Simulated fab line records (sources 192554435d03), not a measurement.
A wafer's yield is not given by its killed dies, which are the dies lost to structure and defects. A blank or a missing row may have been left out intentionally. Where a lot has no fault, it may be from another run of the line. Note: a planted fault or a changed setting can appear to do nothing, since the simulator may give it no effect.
Split-lot trial    flow n5Finfet    21 wafers read across 7 lots, on a route 1938 steps long

## ON THE SPLIT
At N5_BEOL_M5_ILD_DEP_00 (deposits SiCOH lowk from DEMS/porogen, target thk 140.64 nm, time 25.9 s), the setting timeS was moved away from the recipe's 25.9 s on 7 of the 21 wafers read, by -8.8% to +14.1%. This setting was run at the recipe's value on the other wafers.

## SPLIT TO READING: what lies between them in the file, 1 step
- N5_BEOL_M5_CURE_79: cures SiCOH lowk, time 240 s

## THE READING
M5_ILD_THK at N5_BEOL_M5_THK_MEAS_01, in nm. Typical for fault-free wafers on this fab line: 120.6 nm, with standard deviation 1.8 nm.

wafer   tool, chamber at the split  timeS as run, s  against the recipe  M5_ILD_THK, nm  against lot-mates on the recipe
L075.1  pecvd-01, 1                 25.9             recipe              118.2           -
L075.4  pecvd-01, 2,1               25.9             recipe              122.1           -
L075.5  pecvd-01, 2,1               25.9             recipe              121.9           -
L080.3  pecvd-03, 0                 25.9             recipe              121.5           -
L080.4  pecvd-03, 0                 27.66            +6.8%               131.6           +9.3
L080.6  pecvd-03, 1                 25.9             recipe              123.0           -
L085.4  pecvd-03, 0,1               25.9             recipe              122.3           -
L085.5  pecvd-03, 0,1               25.9             recipe              122.2           -
L085.6  pecvd-03, 2                 23.9             -7.7%               111.4           -10.8
L083.3  pecvd-01, 2                 25.9             recipe              114.1           -
L083.5  pecvd-01, 1                 27.99            +8.1%               127.9           +13.8
L083.6  pecvd-01, 0                 27.99            +8.1%               126.0           +11.9
L084.1  pecvd-03, 2                 25.9             recipe              118.1           -
L084.2  pecvd-03, 0                 25.9             recipe              121.1           -
L084.5  pecvd-03, 0                 25.9             recipe              119.9           -
L090.2  pecvd-02, 2                 29.54            +14.1%              139.1           +16.8
L090.3  pecvd-02, 1                 25.9             recipe              121.7           -
L090.6  pecvd-02, 0                 25.9             recipe              122.9           -
L092.1  pecvd-02, 2                 23.61            -8.8%               109.4           -11.1
L092.2  pecvd-02, 1                 25.9             recipe              120.5           -
L092.4  pecvd-02, 1                 23.61            -8.8%               112.9           -7.6
If several chambers appear in one row, that row covers several wafers at once and the file leaves open which wafer was in which chamber.

FIT RESULTS
A straight line over all 21 wafers: M5_ILD_THK changes by +1.14 nm for each +1% of timeS; r = +0.93; the points scatter about the line by 2.5 nm.
The same after taking each lot's own level away (the mean of its wafers on the recipe; 21 wafers): +1.27 nm for each +1%; r = +0.98; scatter 1.5 nm.
The reading moves by 18 nm for the largest change in timeS, on that fit.
Measured against the standard deviation above, the lots' own levels, which go from 114.10 to 122.30 nm, span 4.6 times it.
So the lot-to-lot level changes the slope: the two fits differ.
Check: for one of the wafers moved furthest among these (+14.1%), held out of the fit, the line's prediction against its lot-mates is +19.1 nm. It came out at +16.8 nm against them.

## THESE WAFERS: OTHER SPLITS
Before the reading, these wafers also passed through other splits. Each is held against what the fit with the lots' levels taken away leaves over:
other split on the same wafers     wafers away from the commonest value  r with M5_ILD_THK (lot level and that fit taken away)
N5_BEOL_M2_COAT_22 spinRpm         5                                     -0.09
N5_BEOL_M2_TRENCH_ETCH_37 sourceW  6                                     +0.18
N5_BEOL_M3_TRENCH_ETCH_37 biasW    8                                     -0.08

## THE WHOLE CHAIN: every reading that the file lists as answering this split, in the file's order
step                    what it does                                                              reading                                                                                  change (the file's fit)               r (the file's)
N5_BEOL_M5_ILD_DEP_00   deposits SiCOH lowk from DEMS/porogen, target thk 140.64 nm, time 25.9 s  SiCOH_lowk_of_BEOL_M5_ILD_DEP_00.thkNm (the simulator's own value, which no gauge read)  +1.48 nm for each +1% of the setting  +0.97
N5_BEOL_M5_CURE_79      cures SiCOH lowk, time 240 s                                              SiCOH_lowk_of_BEOL_M5_ILD_DEP_00.thkNm (the simulator's own value, which no gauge read)  +1.29 nm for each +1% of the setting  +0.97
N5_BEOL_M5_THK_MEAS_01                                                                            M5_ILD_THK                                                                               +1.28 for each +1% of the setting     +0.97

## FILE'S OWN FIT
M5_ILD_THK changes by +1.28 nm for each +1% of timeS, r = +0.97.
